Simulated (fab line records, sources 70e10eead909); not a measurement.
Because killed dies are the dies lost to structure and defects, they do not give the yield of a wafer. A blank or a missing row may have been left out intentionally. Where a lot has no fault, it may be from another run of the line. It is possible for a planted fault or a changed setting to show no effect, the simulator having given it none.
Matching of chambers + flow nandHarc + 4 sister chambers for NHARC_A_CONTACT_ETCH_88 on rieDiel-04
The step etches the open film in CF4, target depth 39 nm, time 65 s. 4 wafers are shown with their chamber, then 11 later ones without.

== WAFERS WITH THEIR CHAMBER ==
| wafer  | chamber | showerheadPlenumPTorr (Torr) |
|--------|---------|------------------------------|
| L089.1 | 3       | 1.81                         |
| L090.2 | 0       | 1.70                         |
| L090.5 | 1       | 1.79                         |
| L093.4 | 2       | 1.66                         |

== WAFERS WITHOUT THEIR CHAMBER ==
| wafer  | showerheadPlenumPTorr (Torr) |
|--------|------------------------------|
| L093.5 | 1.81                         |
| L093.6 | 1.66                         |
| L097.1 | 1.78                         |
| L097.2 | 1.66                         |
| L097.5 | 1.70                         |
| L095.2 | 1.66                         |
| L095.5 | 1.81                         |
| L095.6 | 1.66                         |
| L096.2 | 1.78                         |
| L096.3 | 1.70                         |
| L096.5 | 1.80                         |

== EACH ONE'S CHAMBER ==
| wafer  | from the rows above     | in truth |
|--------|-------------------------|----------|
| L093.5 | 3                       | 3        |
| L093.6 | 2                       | 2        |
| L097.1 | 1                       | 1        |
| L097.2 | 2                       | 2        |
| L097.5 | 0                       | 0        |
| L095.2 | 2                       | 2        |
| L095.5 | 3                       | 3        |
| L095.6 | 2                       | 2        |
| L096.2 | 1                       | 1        |
| L096.3 | 0                       | 0        |
| L096.5 | can't be placed: 1 or 3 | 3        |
Correctly placed: 10 of 11. Cannot be placed on the basis of these rows: 1; the candidates contain the true chamber in 1. Placed wrongly: 0.
How it was worked out, from the rows above alone: a wafer's distance from a chamber is the root of the sum, over the readings, of the square of ((its reading less the chamber's mean) divided by the reading's scatter). The wafer belongs to the nearest chamber; if the next one is less than 2 further off, it can't be placed. A chamber's mean is the mean of its shown wafers. The scatter: root of mean squared gap, hidden wafer to nearest shown wafer, with one shown wafer a chamber.
